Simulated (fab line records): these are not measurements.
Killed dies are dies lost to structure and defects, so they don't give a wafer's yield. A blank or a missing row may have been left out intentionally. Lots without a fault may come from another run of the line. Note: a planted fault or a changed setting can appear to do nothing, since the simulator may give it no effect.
A struck lot beside a sound one | flow n5 finfet | 36 steps out of a route of 1938
Sound: the wafers L832.1, L832.2, L832.4. Wafers L849.2, L849.4, L849.6 were the ones struck. At the end, the cause is stated.
At each step with rows: each side's tool, then ch and its chambers, then its first start. Under that, the readings that differ: sound wafers | struck wafers | difference of the means | sigmas: that difference in standard deviations of wafers without a fault.
alike: same words and numbers on both sides, and readings whose means sit less than 2 such deviations apart. not compared: any withheld reading, any reading some wafer has no value for, any bound like >300 that may hide the same value, and any number with overlapping values for which the record gives no deviation.
The two part at a step that has a row with sigmas, a row that says differs or no value, or rows on one side only. When numbers do not overlap yet have no deviation, they are printed without sigmas and do not part them. Lack of a reading on every wafer of one side parts them only where that side has two or more wafers.

first, 9 steps without rows for these wafers: N5_BEOL_M4_ANNEAL_95 (time 240 s); N5_BEOL_M4_SPUTTER_96 (material Cu, target thk 4.5 nm, time 8.29 s); N5_BEOL_M4_ECD_50 (material Cu, target thk 300 nm); N5_BEOL_M4_ANNEAL_51 (time 90 s); N5_BEOL_M4_CMP_52 (polishes, stops on SiOC, t overpolish 6.8 s, target thk 40 nm); N5_BEOL_M4_PRE_CLEAN_60 (time 15 s); N5_BEOL_M4_CO_CAP_55 (material Co, precursor CCTBA/H2, target thk 2 nm, time 102.1 s); N5_BEOL_M4_PRE_CLEAN_56 (time 15 s); N5_BEOL_M4_DEP_57 (deposits SiCN from 3MS/NH3, target thk 8 nm, time 14 s).
N5_BEOL_M4_RC_MEAS_101:
  sound on prober-02 ch 0, day 10 01:38; struck on prober-01 ch 0, day 14 11:48
  alike: DIBL_N, DIBL_P, IOFF_N, IOFF_P, ION_N, ION_P, SS_N, SS_P, VT_N, VT_P
then, 24 steps without rows for these wafers: N5_BEOL_M5_ILD_DEP_00 (deposits SiCOH lowk from DEMS/porogen, target thk 140.64 nm, time 25.9 s); N5_BEOL_M5_CURE_79 (cures SiCOH lowk, time 240 s); N5_BEOL_M5_PECVD_70 (deposits SiO2 from TEOS/O2, target thk 16 nm, time 18 s); N5_BEOL_M5_HM_DEP_02 (deposits TiN, target thk 20 nm); N5_BEOL_M5_COAT_59 (time 60 s, resist thk 60 nm); N5_BEOL_M5_COAT_60 (time 60 s, resist thk 12 nm); N5_BEOL_M5_COAT_71 (time 60 s, resist thk 5 nm); N5_BEOL_M5_COAT_05 (resist thk 30 nm); N5_BEOL_M5_EBR_07; N5_BEOL_M5_SOFTBAKE_06 (time 60 s); N5_BEOL_M5_EXPOSE_08 (exposes mask M5, target cd 28 nm); N5_BEOL_M5_PEB_09 (peb time 60 s); N5_BEOL_M5_DEVELOP_10 (develop time 30 s); N5_BEOL_M5_DESCUM_16 (chemistry O2, time 7 s); N5_BEOL_M5_ETCH_72 (etches underlayer in N2/H2, target depth 6.5 nm, time 5.2 s); N5_BEOL_M5_ETCH_61 (etches SiARC in CF4, target depth 15.6 nm, time 26 s); N5_BEOL_M5_ETCH_62 (etches SOC in N2/H2, target depth 75 nm, overetch 15 nm, time 112.5 s); N5_BEOL_M5_STRIP_63 (strips in N2/H2); N5_BEOL_M5_STRIP_73 (strips in N2/H2); N5_BEOL_M5_STRIP_64 (strips in CF4); N5_BEOL_M5_HM_OPEN_17 (chemistry Cl2/BCl3, target TiN, target depth 20 nm, overetch 6 nm); N5_BEOL_M5_STRIP_19 (strips in O2); N5_BEOL_M5_COAT_65 (time 60 s, resist thk 60 nm); N5_BEOL_M5_COAT_66 (time 60 s, resist thk 12 nm).
-- the record jumps here: 3 days lie between the struck wafers' starts before and after (it left off in module BEOL_M5 and takes up again in module BEOL_M11, whose first step shown is number 1599 of the route) --
N5_BEOL_M11_DEP_56: deposits SiCN from 3MS/NH3, target thk 30 nm, time 10.5 s.
  sound on pecvd-01 ch 0,2, day 12 15:55; struck on pecvd-01 ch 0,1,2, day 17 04:38
  no value came back on the struck wafers for chamber pressure Torr (Torr), rf fwd power W (W), showerhead plenum p Torr (Torr), throttle valve pct (%); on the sound wafers chamber pressure Torr (Torr) reads 2.997 3.010 2.986
-- the record jumps here: 2 days lie between the struck wafers' starts before and after (it left off in module BEOL_M11 and takes up again in module PASSIVATION, whose first step shown is number 1936 of the route) --
N5_PASSIVATION_PROBE_49:
  struck on prober-02, day 19 07:28; sound on prober-01, day 14 06:55
  reading                  | sound          | struck         | difference | sigmas
  defect limited yield (%) | 91.5 92.5 91.6 | 0 0 0          | -92        | -61
  killed_at_M0_to_M3       | 25 29 23       | 74 39 38       | +25        | +2
  killed_at_M4_up          | 24 11 13       | 1060 1091 1105 | +1069      | +99 or more
  killed dies              | 100 89 99      | 1180 1180 1180 | +1084      | +60
  killed on rim            | 7 17 17        | 152 152 152    | +138       | +34
  sort_bin_5_function (%)  | 5.3 4.7 4.7    | 95.2 96.5 96.7 | +91.2      | +91
  sort n pass              | 1080 1091 1081 | 0 0 0          | -1084      | -60
  sort yield pct (%)       | 91.5 92.5 91.6 | 0 0 0          | -92        | -61
  alike: killed at contacts, killed at front end, killed at other, killed open, killed short, sort_bin_6_memory

## WHERE THEY PART
Last at N5_PASSIVATION_PROBE_49 as far as this record goes, first at N5_BEOL_M11_DEP_56.

WHY: the cause the simulator had injected
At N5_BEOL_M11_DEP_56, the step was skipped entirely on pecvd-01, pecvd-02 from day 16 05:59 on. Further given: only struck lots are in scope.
